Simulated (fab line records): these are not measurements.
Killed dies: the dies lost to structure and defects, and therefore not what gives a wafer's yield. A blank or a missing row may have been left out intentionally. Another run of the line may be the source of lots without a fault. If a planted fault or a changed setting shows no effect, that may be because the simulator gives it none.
The same fault as seen by 2 desks :: flow nand_harc :: each desk has only its own numbers; what lay behind them comes last

AT THE METROLOGY DESK
Lot by lot, what the gauges showed, no matter which tool ran the lot: averages of those sampled wafers that carry a number. If a lot's mean is further than 4 standard deviations from the usual mean, the lot is out of limits and carries the mark OUT (the distance appears in the brackets).
Columns: A = cd_nm at NHARC_P_ZERO_WELL_CD_MEAS_37, usual 719.3 nm; B = cd_nm at NHARC_P_ZERO_WELL_CD_MEAS_52, usual 1999.6 nm; C = trench_depth_nm at NHARC_P_STI_OCD_MEAS_17, usual 299 nm; D = trench_foot_cd_nm at NHARC_P_STI_OCD_MEAS_17, usual 158.1 nm
lot: L413
first seen here: day 2 00:14
A: 716.9
B: 1998.8
C: 298
D: 156.9

lot: L418
first seen here: day 4 02:07
A: 718.6
B: 1999.2
C: 299
D: 161.7

lot: L421
first seen here: day 5 08:16
A: 717.1
B: 1999.5
C: 298
D: 155.6

lot: L422
first seen here: day 5 17:55
A: 719.7
B: 1999.2
C: 295
D: 156.1

lot: L423
first seen here: day 6 04:15
A: 719.6
B: 1996.7
C: 298
D: 160.1

lot: L424
first seen here: day 6 14:22
A: 722.3
B: 1999.1
C: 297
D: 159.4

lot: L425
first seen here: day 7 00:13
A: 717.5
B: 1998.4
C: 298
D: 159.0

lot: L426
first seen here: day 7 11:40
A: 721.5
B: 1997.1
C: 297
D: 153.7

lot: L427
first seen here: day 7 20:05
A: 718.2
B: 2000.2
C: 300
D: 156.2

lot: L433
first seen here: day 10 09:47
A: 711.5 (-4.6) OUT
B: 2003.1
C: 298
D: 154.3

lot: L434
first seen here: day 10 17:59
A: 713.6
B: 1999.8
C: 299
D: 159.5

lot: L435
first seen here: day 11 03:59
A: 719.5
B: 2000.5
C: 300
D: 159.4
This desk's verdict: out of limits on L433, starting with L433 at day 10 09:47 (cd_nm at NHARC_P_ZERO_WELL_CD_MEAS_37). Within limits: L413, L418, L421, L422, L423, L424, L425, L426, L427, L434, L435.

FOR THE TOOL OWNER'S DESK: litho_track-03
The tool's own readings at NHARC_P_ZERO_WELL_PEB_35 (peb time 85 s): means of the sampled wafers that have a number, for each lot that ran on this tool. If a lot's mean is further than 4 standard deviations from the usual mean, the lot is out of limits and carries the mark OUT (the distance appears in the brackets).
Columns: A = heater_power_total_W at NHARC_P_ZERO_WELL_PEB_35, usual 164.01 W; B = plate_temp_C at NHARC_P_ZERO_WELL_PEB_35, usual 117.99 C
lot: L413
first seen here: day 2 00:08
A: 164.08
B: 118.00

lot: L423
first seen here: day 6 04:10
A: 164.06
B: 118.02

lot: L425
first seen here: day 7 00:08
A: 164.17
B: 117.93

lot: L433
first seen here: day 10 09:41
A: 157.80 (-23) OUT
B: 114.50 (-29) OUT

lot: L434
first seen here: day 10 17:53
A: 157.63 (-24) OUT
B: 114.68 (-28) OUT
This desk's verdict: out of limits on L433, L434, starting with L433 at day 10 09:41 (heater_power_total_W at NHARC_P_ZERO_WELL_PEB_35). Within limits: L413, L423, L425.

BROUGHT TOGETHER
On L433, L434, at day 10 09:41, an alarm was possible from the tool owner's desk.
L433 would have let the metrology desk raise an alarm at day 10 09:47.
The metrology desk holds a record of L434, inside its limits.
NHARC_P_ZERO_WELL_PEB_35 was run on litho_track-03 by each of the lots named.

WHAT WAS PUT IN BY THE SIMULATOR
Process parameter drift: litho_track-03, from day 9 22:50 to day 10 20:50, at NHARC_P_ZERO_WELL_PEB_35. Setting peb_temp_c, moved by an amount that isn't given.
Struck lots among those shown: L433, L434.
Counting hours from when the fault started, the first reading out of limits came at 11 for the tool owner's desk and at 11 for the metrology desk.
